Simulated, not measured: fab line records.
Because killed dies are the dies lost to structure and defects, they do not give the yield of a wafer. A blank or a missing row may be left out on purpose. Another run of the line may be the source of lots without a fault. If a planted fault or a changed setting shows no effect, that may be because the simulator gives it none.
Split-lot trial ; flow n5Finfet ; 39 wafers read from 7 lots, route of 1938 steps

== ON THE SPLIT ==
At N5_PMOS_HMC_CHANNEL_EPI_DEVELOP_08 (develop time 30 s), the setting developTimeS was moved away from the recipe's 30 s on 9 of the 39 wafers read, by -59.2% to +44.2%. For the rest of the wafers, this setting stayed at what the recipe calls for.

No step appears in the file between the split and the reading.

== THE READING ==
cdNm at N5_PMOS_HMC_CHANNEL_EPI_CD_MEAS_09, given in nm (cd target 237.4 nm). Fault-free wafers of this fab line usually give 237.3 nm, standard deviation 0.98 nm.

wafer;tool, chamber at the split;developTimeS as run, s;against the recipe;cdNm, nm;against lot-mates on the recipe
L078.1;lithoTrack-02, 0;23.93;-20.2%;236.8;-1.9
L078.2;lithoTrack-02, 0;30;recipe;239.0;-
L078.3;lithoTrack-02, 0;23.93;-20.2%;236.6;-2.1
L078.4;lithoTrack-02, 0;23.93;-20.2%;236.7;-2.0
L078.5;lithoTrack-02, 0;30;recipe;237.8;-
L078.6;lithoTrack-02, 0;30;recipe;239.3;-
L081.1;lithoTrack-01, 0;30;recipe;236.9;-
L081.2;lithoTrack-01, 0;30;recipe;237.2;-
L081.3;lithoTrack-01, 0;30;recipe;238.0;-
L083.1;lithoTrack-05, 0;30;recipe;237.5;-
L083.2;lithoTrack-05, 0;30;recipe;238.3;-
L083.3;lithoTrack-05, 0;30;recipe;237.5;-
L083.4;lithoTrack-05, 0;30;recipe;239.2;-
L083.5;lithoTrack-05, 0;30;recipe;238.7;-
L083.6;lithoTrack-05, 0;30;recipe;238.4;-
L084.1;lithoTrack-01, 0;30;recipe;238.1;-
L084.2;lithoTrack-01, 0;30;recipe;238.1;-
L084.3;lithoTrack-01, 0;30;recipe;236.9;-
L084.4;lithoTrack-01, 0;30;recipe;237.4;-
L084.5;lithoTrack-01, 0;30;recipe;236.1;-
L084.6;lithoTrack-01, 0;30;recipe;236.2;-
L087.1;lithoTrack-05, 0;30;recipe;236.7;-
L087.2;lithoTrack-05, 0;30;recipe;237.5;-
L087.3;lithoTrack-05, 0;30;recipe;236.2;-
L087.4;lithoTrack-05, 0;30;recipe;237.1;-
L087.5;lithoTrack-05, 0;30;recipe;238.3;-
L087.6;lithoTrack-05, 0;30;recipe;236.9;-
L088.1;lithoTrack-05, 0;43.25;+44.2%;239.7;+1.9
L088.2;lithoTrack-05, 0;30;recipe;237.7;-
L088.3;lithoTrack-05, 0;43.25;+44.2%;239.7;+1.9
L088.4;lithoTrack-05, 0;30;recipe;238.6;-
L088.5;lithoTrack-05, 0;43.25;+44.2%;239.8;+2.0
L088.6;lithoTrack-05, 0;30;recipe;237.0;-
L096.1;lithoTrack-02, 0;30;recipe;237.0;-
L096.2;lithoTrack-02, 0;12.24;-59.2%;229.2;-6.8
L096.3;lithoTrack-02, 0;12.24;-59.2%;230.0;-6.0
L096.4;lithoTrack-02, 0;30;recipe;235.5;-
L096.5;lithoTrack-02, 0;12.24;-59.2%;229.7;-6.3
L096.6;lithoTrack-02, 0;30;recipe;235.6;-

FIT RESULTS
A straight line over all 39 wafers: cdNm changes by +0.0976 nm for each +1% of developTimeS; r = +0.86; the points scatter about the line by 1.3 nm.
The same after taking each lot's own level away (the mean of its wafers on the recipe; 39 wafers): +0.0847 nm for each +1%; r = +0.91; scatter 0.85 nm.
According to that fit, moving developTimeS by its largest amount changes the reading by 5 nm.
Across the lots, their own levels run from 236.03 to 238.70 nm, a range of 2.7 times the standard deviation given above.
In other words, the slope is changed by the lot-to-lot level; the two fits disagree.
Check: -4.87 nm against its lot-mates is what the line predicts for one of the wafers moved furthest among these (-59.2%) when that wafer is left out of the fit. It came out at -6.83 nm against them.

== THE WHOLE CHAIN: every reading that the file lists as answering this split, in the file's order ==
step;what it does;reading;change (the file's fit);r (the file's)
N5_PMOS_HMC_CHANNEL_EPI_CD_MEAS_09;target cd 237.4 nm;cdNm;+0.0865 nm for each +1% of the setting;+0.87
N5_PMOS_HMC_CHANNEL_EPI_DESCUM_14;chemistry O2, time 7.9 s;PMOS_HMC_CHANNEL_EPI.cdNm (the simulator's own value, which no gauge read);+0.0873 nm for each +1% of the setting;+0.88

== THE FILE'S OWN FIT ==
cdNm changes by +0.0865 nm for each +1% of developTimeS, r = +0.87.
